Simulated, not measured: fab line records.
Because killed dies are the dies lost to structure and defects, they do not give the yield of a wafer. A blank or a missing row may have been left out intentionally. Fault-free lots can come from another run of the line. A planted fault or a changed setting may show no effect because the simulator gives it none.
A struck lot beside a sound one || flow n5-finfet || 15 steps out of a route of 1938
Sound: these wafers, L692.1, L692.2, L692.5. Struck: wafers L704.1, L704.4, L704.6. The cause is named last.
Per side, at each step with rows, come the tool, then ch with its chambers, and then its first start. Under that, the readings that differ: sound wafers || struck wafers || difference of the means || sigmas: that difference in standard deviations of wafers without a fault.
alike: readings whose means differ by less than 2 such deviations, and words and numbers that are the same on both sides. not compared: withheld readings, readings that some wafer has no value for, bounds like >300 that may hide the same value, and numbers for which the record gives no deviation and whose values overlap.
A row with sigmas, a row that says differs or no value, or rows on one side alone: a step with any of these is where the two part. Non-overlapping numbers with no deviation appear without sigmas and do not part them. A reading missing from all wafers of one side parts the sides only when that side holds two or more wafers.

first, 4 steps without rows for these wafers: N5_SD_EPI_N_WET_ETCH_43 (etches SiO2 in dHF, time 14 s, target depth 1.5 nm); N5_SD_EPI_N_STRIP_18 (strips in SPM, time 750 s); N5_SD_EPI_N_SRD_20 (time 30 s); N5_SD_EPI_N_PRECLEAN_48 (cleans in NF3:NH3, afs cycles 2, time 20 s, sublimation time 60 s).
N5_SD_EPI_N_VAPOR_ETCH_50: etches Si in HCl, time 54 s.
  sound on epi-rpcvd-02 ch 0, day 3 15:17; struck on epi-rpcvd-02 ch 0, day 6 18:08
  alike: throttle-valve-pct
then, 1 step without rows for these wafers: N5_SD_EPI_N_EPI_21 (deposits Si:P, time 690 s).
N5_SD_EPI_N_EPI_MEAS_23:
  sound on film-metro-01, day 3 17:48; struck on film-metro-01, day 6 20:16
  alike: thk-nm
then, 3 steps without rows for these wafers: N5_SD_EPI_N_PRECLEAN_24 (cleans in O3/DIW, time 60 s); N5_SD_EPI_N_SRD_25 (time 30 s); N5_SD_EPI_N_PRECLEAN_49 (cleans in NF3:NH3, afs cycles 1, time 20 s, sublimation time 60 s).
N5_SD_EPI_N_LINER_46: material SiNx, target thk 3 nm.
  sound on ald-sin-01 ch 2,3, day 3 18:08; struck on ald-sin-02 ch 1,2,3, day 6 20:35
  alike: heater-power-w
N5_SD_EPI_N_INSPECT_26: inspects for defects (darkfield).
  sound on defect-inspect-01, day 3 18:23; struck on defect-inspect-01, day 6 20:50
  alike: raw-defect-count
N5_SD_EPI_P_COAT_34: time 60 s, resist thk 350 nm.
  sound on litho-track-03 ch 0, day 3 18:25; struck on litho-track-01 ch 0, day 6 20:52
{"reading": "spin-speed-rpm (rpm)", "sound": "1500.4 1499.3 1500.3", "struck": "1458.2 1459.6 1458.3", "difference": -41.3, "sigmas": -46}
{"reading": "model.SOC_of_SD_EPI_P_COAT_34.thk-nm (nm)", "sound": "350.8 350 350.6", "struck": "355.2 355.6 356.4", "difference": "+5.3", "sigmas": ""}
  alike: dispense-pressure-kPa
then, 1 step without rows for these wafers: N5_SD_EPI_P_COAT_35 (time 60 s, resist thk 35 nm).
-- a jump in the record: the struck wafers' starts before and after are 6 days apart (it breaks off in module SD_EPI_P and resumes in module BEOL_M4, where the first step shown is number 1111 of the route) --
N5_BEOL_M4_RC_MEAS_101:
  sound on prober-01 ch 0, day 8 05:53; struck on prober-01 ch 0, day 12 21:05
  alike: DIBL_N, DIBL_P, IOFF_N, IOFF_P, ION_N, ION_P, SS_N, SS_P, VT_N, VT_P

WHERE THEY PART
Only at N5_SD_EPI_P_COAT_34, as far as this record shows. Later steps at which nothing parts them and some readings are alike: N5_BEOL_M4_RC_MEAS_101.

WHY: what had been put in by the simulator
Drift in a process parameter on litho-track-01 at N5_SD_EPI_P_COAT_34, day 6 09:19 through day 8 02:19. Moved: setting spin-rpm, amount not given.
